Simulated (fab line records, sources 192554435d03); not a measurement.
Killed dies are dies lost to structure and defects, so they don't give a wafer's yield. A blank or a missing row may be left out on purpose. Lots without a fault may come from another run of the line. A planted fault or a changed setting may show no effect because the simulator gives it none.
Which tool did it? | flow n5_finfet | 10 lots, 30 wafers sampled, at 5 steps of a route of 1938

WHAT THE GAUGES READ, wafer by wafer
The record holds no reading of a measuring or inspecting step that can be judged against a usual standard deviation.

WHICH TOOL RAN EACH LOT (tool, then ch and the chambers of the sampled wafers, then the start)
lot  | N5_MOL_CONTACT_COAG_ALD_131       | N5_MOL_CONTACT_COAG_COAT_62       | N5_MOL_CONTACT_COAG_DESCUM_45      | N5_MOL_CONTACT_COAG_ETCH_65        | N5_PASSIVATION_PROBE_49
L787 | ald_sin-03 ch 1,2,3, day 5 12:48  | litho_track-01 ch 0, day 5 13:33  | rie_diel-02 ch 1,2, day 5 13:58    | rie_diel-02 ch 1,2, day 5 13:59    | -
L789 | ald_sin-03 ch 0,2,3, day 6 02:13  | litho_track-01 ch 0, day 6 02:59  | rie_diel-04 ch 0,1, day 6 03:54    | rie_diel-04 ch 0,1, day 6 03:56    | -
L790 | ald_sin-03 ch 0,1,3, day 6 06:40  | litho_track-04 ch 0, day 6 07:30  | rie_diel-04 ch 1,2, day 6 08:05    | rie_diel-04 ch 1,2, day 6 08:07    | -
L792 | ald_sin-01 ch 0,1,3, day 6 13:40  | litho_track-03 ch 0, day 6 14:22  | rie_diel-04 ch 0,1,2, day 6 14:54  | rie_diel-04 ch 0,1,2, day 6 14:56  | -
L795 | ald_sin-04 ch 0,2, day 7 13:08    | litho_track-01 ch 0, day 7 13:52  | rie_diel-05 ch 1,3, day 7 14:29    | rie_diel-05 ch 1,3, day 7 14:31    | prober-02, day 14 07:51
L798 | ald_sin-03 ch 1,2,3, day 8 07:17  | litho_track-01 ch 0, day 8 08:03  | rie_diel-05 ch 2,3, day 8 08:35    | rie_diel-05 ch 2,3, day 8 08:37    | -
L802 | ald_sin-04 ch 2,3, day 9 03:29    | litho_track-01 ch 0, day 9 04:12  | rie_diel-05 ch 0,1,3, day 9 04:44  | rie_diel-05 ch 0,1,3, day 9 04:46  | -
L803 | ald_sin-01 ch 1,3, day 9 06:22    | litho_track-03 ch 0, day 9 07:05  | rie_diel-02 ch 0,2, day 9 07:37    | rie_diel-02 ch 0,2, day 9 07:38    | -
L806 | ald_sin-03 ch 0,1,2, day 10 03:26 | litho_track-04 ch 0, day 10 04:09 | rie_diel-02 ch 0,1,3, day 10 04:41 | rie_diel-02 ch 0,1,3, day 10 04:43 | -
L809 | ald_sin-04 ch 0,1,3, day 10 20:08 | litho_track-03 ch 0, day 10 20:53 | rie_diel-02 ch 1,2,3, day 10 21:32 | rie_diel-02 ch 1,2,3, day 10 21:34 | -
- N5_MOL_CONTACT_COAG_ALD_131: deposits SiO2, target thk 5 nm, pulse time 1 s, co reactant pulse time 1 s.
- N5_MOL_CONTACT_COAG_COAT_62: time 60 s, resist thk 60 nm.
- N5_MOL_CONTACT_COAG_DESCUM_45: chemistry O2, time 7 s.
- N5_MOL_CONTACT_COAG_ETCH_65: etches underlayer in N2/H2, target depth 13 nm, time 10.4 s.
- N5_PASSIVATION_PROBE_49

WHAT THE TOOLS THEMSELVES READ (means of the sampled wafers that have a number; where no wafer has one, the mark that the record gives instead)
N5_MOL_CONTACT_COAG_ALD_131.
lot  | tool       | heater_power_w (W) | precursor_pulse_height_rel | susceptor_temp_C (C)
L787 | ald_sin-03 | 80                 | 1.022                      | 99.94
L789 | ald_sin-03 | 83                 | 0.970                      | 100.13
L790 | ald_sin-03 | 78                 | 0.996                      | 99.99
L792 | ald_sin-01 | 82                 | 1.013                      | 100.00
L795 | ald_sin-04 | 75                 | 0.987                      | 99.96
L798 | ald_sin-03 | 79                 | 1.008                      | 100.00
L802 | ald_sin-04 | 76                 | 1.011                      | 100.18
L803 | ald_sin-01 | 78                 | 0.994                      | 99.86
L806 | ald_sin-03 | 77                 | 1.000                      | 100.12
L809 | ald_sin-04 | 77                 | 1.005                      | 100.01

N5_MOL_CONTACT_COAG_COAT_62.
lot  | tool           | resist_line_temp_C (C) | spin_speed_rpm (rpm)
L787 | litho_track-01 | 22.93                  | 1499.7
L789 | litho_track-01 | 23.03                  | 1500.0
L790 | litho_track-04 | 22.96                  | 1499.1
L792 | litho_track-03 | 23.06                  | 1500.0
L795 | litho_track-01 | 22.88                  | 1499.9
L798 | litho_track-01 | 22.99                  | 1233.6
L802 | litho_track-01 | 22.87                  | 1232.9
L803 | litho_track-03 | 22.94                  | 1500.2
L806 | litho_track-04 | 23.05                  | 1501.7
L809 | litho_track-03 | 22.98                  | 1499.0

N5_MOL_CONTACT_COAG_DESCUM_45.
lot  | tool        | chamber_pressure_mTorr (mTorr) | drypump_motor_current_A (A) | oes_product_au (a.u.) | rf_vpp_V (V) | showerhead_plenum_p_Torr (Torr) | throttle_valve_pct (%)
L787 | rie_diel-02 | 20.019                         | 5.8                         | 0.69                  | 242.8        | 2.14                            | 20.64
L789 | rie_diel-04 | 20.000                         | 5.5                         | 0.85                  | 245.3        | 2.22                            | 20.38
L790 | rie_diel-04 | 20.015                         | 5.4                         | 0.70                  | 244.1        | 2.14                            | 20.36
L792 | rie_diel-04 | 20.000                         | 5.5                         | 0.76                  | 243.6        | 2.16                            | 20.41
L795 | rie_diel-05 | 20.000                         | 5.7                         | 0.88                  | 243.1        | 2.07                            | 20.32
L798 | rie_diel-05 | 19.998                         | 5.5                         | 0.80                  | 241.4        | 1.94                            | 20.26
L802 | rie_diel-05 | 20.011                         | 5.6                         | 0.87                  | 243.8        | 2.11                            | 20.20
L803 | rie_diel-02 | 20.017                         | 5.8                         | 0.68                  | 241.6        | 2.03                            | 20.52
L806 | rie_diel-02 | 20.003                         | 6.2                         | 0.75                  | 242.8        | 2.08                            | 20.34
L809 | rie_diel-02 | 20.003                         | 6.0                         | 0.84                  | 242.6        | 2.09                            | 20.24

N5_MOL_CONTACT_COAG_ETCH_65.
lot  | tool        | chamber_pressure_mTorr (mTorr) | drypump_motor_current_A (A) | etch_rf_on_time_s (s) | oes_product_au (a.u.) | rf_vpp_V (V) | showerhead_plenum_p_Torr (Torr) | throttle_valve_pct (%)
L787 | rie_diel-02 | 29.997                         | 5.8                         | 11.1                  | 0.57                  | 524.6        | 2.60                            | 18.12
L789 | rie_diel-04 | 29.999                         | 5.5                         | 10.6                  | 0.71                  | 527.7        | 2.70                            | 17.81
L790 | rie_diel-04 | 30.022                         | 5.4                         | 10.6                  | 0.60                  | 525.3        | 2.60                            | 17.91
L792 | rie_diel-04 | 30.005                         | 5.5                         | 10.6                  | 0.64                  | 525.6        | 2.63                            | 17.98
L795 | rie_diel-05 | 30.005                         | 5.7                         | 10.1                  | 0.76                  | 523.9        | 2.55                            | 18.00
L798 | rie_diel-05 | 30.016                         | 5.5                         | 10.6                  | 0.67                  | 520.3        | 2.39                            | 17.84
L802 | rie_diel-05 | 29.966                         | 5.6                         | 10.1                  | 0.75                  | 525.6        | 2.58                            | 17.79
L803 | rie_diel-02 | 30.027                         | 5.8                         | 10.6                  | 0.57                  | 521.5        | 2.49                            | 18.06
L806 | rie_diel-02 | 29.966                         | 6.2                         | 10.9                  | 0.63                  | 522.8        | 2.52                            | 17.79
L809 | rie_diel-02 | 29.984                         | 6.0                         | 10.9                  | 0.71                  | 524.0        | 2.55                            | 17.78

N5_PASSIVATION_PROBE_49.
lot  | tool      | killed_at_M0_to_M3 | killed_at_M4_up | killed_at_contacts | killed_at_front_end | killed_at_other | killed_dies | killed_open | killed_short
L795 | prober-02 | 41                 | 11              | 19                 | 34                  | 2.0             | 106         | 71          | 33

THE ANSWER, worked out from the rows above alone
Rule: what is usual is taken from the lots themselves. Put in order of their means at a reading, lots are off if they are a third of the lots or fewer, leave a main group of 4 or more, and stand apart from it by a gap of 3 or more times the standard deviation of the main group's means; of several such gaps the widest counts. A main group whose means are all the same, to the digits that the tables above print for the reading, isn't used. A lot without any number at a reading at which 4 lots or more have one is off too. The other lots that the step has rows for count as sound. The gauges are gone through in route order, then the tools' own readings, and for those a lot's mean is taken as printed above. The first step at which some lot is off is used, and at that step the reading that is off furthest; a lot without a number counts as furthest.
Off: L798, L802, at N5_MOL_CONTACT_COAG_COAT_62 (spin_speed_rpm). The main group: mean 1500.0 rpm, standard deviation 0.78.
A tool fits if, at that step or a process step before it, it ran every lot that is off, and no sound lot after the first of them. One fits: litho_track-01 at N5_MOL_CONTACT_COAG_COAT_62. Its last sound lot is L795 (day 7 13:52), its first lot that is off L798 (day 8 08:03): a fault that began between those two fits.
The tool's own readings at N5_MOL_CONTACT_COAG_COAT_62 bear it out: on the lots that are off they differ by more than 5 times the standard deviation of the sound lots' means. spin_speed_rpm reads 1233.2 rpm there against 1500.0 rpm on the sound lots.

WHAT THE SIMULATOR HAD PUT IN
Process parameter drift: litho_track-01, from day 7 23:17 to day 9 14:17, at N5_MOL_CONTACT_COAG_COAT_62. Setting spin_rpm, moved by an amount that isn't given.
Lots struck among those shown: L798, L802. The rule above found the same.
